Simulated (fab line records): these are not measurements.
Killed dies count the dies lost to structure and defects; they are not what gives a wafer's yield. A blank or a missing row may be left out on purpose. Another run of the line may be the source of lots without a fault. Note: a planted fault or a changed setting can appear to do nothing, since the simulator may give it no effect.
Which tool is to blame?	flow nand harc	18 wafers from 6 lots sampled at 4 of the route's 1159 steps

== WHAT THE GAUGES SHOWED, per wafer ==
NHARC_END_SORT_01.
lot	measured	on	killed at periphery
L342	day 20 11:18	prober-01	4 2 3
L347	day 20 18:32	prober-02	0 4 2
L352	day 22 16:40	prober-02	19 1 5

== TOOL THAT RAN EACH LOT (tool first, then ch and the chambers of the sampled wafers, then the start) ==
lot	NHARC_P_M0_CMP_23	NHARC_P_M1_ETCH_15	NHARC_P_M1_DEGAS_29
L342	cmp-04 ch 0,2,3, day 6 06:11	rie diel-12 ch 0,1, day 6 08:20	pvd sputter-02, day 6 09:11
L345	cmp-04 ch 0,1,3, day 7 03:22	rie diel-12 ch 0,1,3, day 7 05:35	pvd sputter-03, day 7 06:26
L347	cmp-01 ch 0,1,3, day 7 08:56	rie diel-07 ch 0,1, day 7 11:04	pvd sputter-03, day 7 12:00
L352	cmp-01 ch 0,1,2, day 9 08:04	rie diel-07 ch 0,1,3, day 9 10:29	pvd sputter-03, day 9 11:19
L360	cmp-03 ch 1,2,3, day 10 16:47	rie diel-10 ch 0,1,3, day 10 19:07	pvd sputter-01, day 10 20:29
L361	cmp-01 ch 0,1, day 10 21:10	rie diel-12 ch 2,3, day 10 23:34	pvd sputter-02, day 11 00:26
- NHARC_P_M0_CMP_23: polishes, t overpolish 20 s, target thk 117.53 nm.
- NHARC_P_M1_ETCH_15: etches the open film in C4F8/Ar, target depth 182.5 nm, time 91.2 s.
- NHARC_P_M1_DEGAS_29: time 60 s.

== THE ANSWER, worked out from the rows above alone ==
Rule: the usual values come from the lots themselves. Put in order of their means at a reading, lots are off if they are a third of the lots or fewer, leave a main group of 4 or more, and stand apart from it by a gap of 3 or more times the standard deviation of the main group's means; of several such gaps the widest counts. A main group is skipped when, at the precision printed for the reading in the tables above, its means are all equal. A lot without any number at a reading at which 4 lots or more have one is off too. Where the step has rows for the other lots, those lots are counted as sound.
No lot is off on any of the readings shown, so nothing can be concluded from this.

== WHAT WAS PUT IN BY THE SIMULATOR ==
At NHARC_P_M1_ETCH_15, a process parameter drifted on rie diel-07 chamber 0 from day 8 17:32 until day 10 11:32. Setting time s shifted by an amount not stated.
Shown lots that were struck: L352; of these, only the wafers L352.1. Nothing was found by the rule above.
